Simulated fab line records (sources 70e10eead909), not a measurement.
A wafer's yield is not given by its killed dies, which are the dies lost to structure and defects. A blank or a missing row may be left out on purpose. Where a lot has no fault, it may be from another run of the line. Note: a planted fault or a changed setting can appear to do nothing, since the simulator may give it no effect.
Chamber matching	flow nandHarc	aldHk-02 running NHARC_A_WL_FILL_ALD_00: 4 sister chambers
The step deposits Al2O3, target thk 3 nm, pulse time 3 s, ald cycles 30. 4 wafers are shown with their chamber, then 7 later ones without.

WAFERS PAIRED WITH THEIR CHAMBERS
wafer	chamber	heaterPowerW (W)
L729.4	0	493
L739.1	1	390
L741.2	2	428
L741.3	3	483

WAFERS WITHOUT THEIR CHAMBER
wafer	heaterPowerW (W)
L741.6	441
L746.3	475
L746.5	398
L746.6	498
L747.2	466
L747.5	478
L747.6	471

CHAMBER TAKEN BY EACH
wafer	from the rows above	in truth
L741.6	2	2
L746.3	can't be placed: 3 or 0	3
L746.5	1	1
L746.6	can't be placed: 0 or 3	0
L747.2	can't be placed: 3 or 0 or 2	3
L747.5	can't be placed: 3 or 0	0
L747.6	can't be placed: 3 or 0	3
Placed correctly: 2 of 7. Cannot be placed on the basis of these rows: 5; the candidates contain the true chamber in 5. Placed wrongly: 0.
How it was worked out, from the rows above alone: a wafer's distance from a chamber is the root of the sum, over the readings, of the square of ((its reading less the chamber's mean) divided by the reading's scatter). If the next closest chamber is less than 2 further off than the closest, the wafer can't be placed; otherwise it belongs to the closest. The mean given for a chamber averages the wafers shown for that chamber. The scatter: with one shown wafer a chamber, the root of the mean of the squares of how far each hidden wafer lies from its nearest shown one.
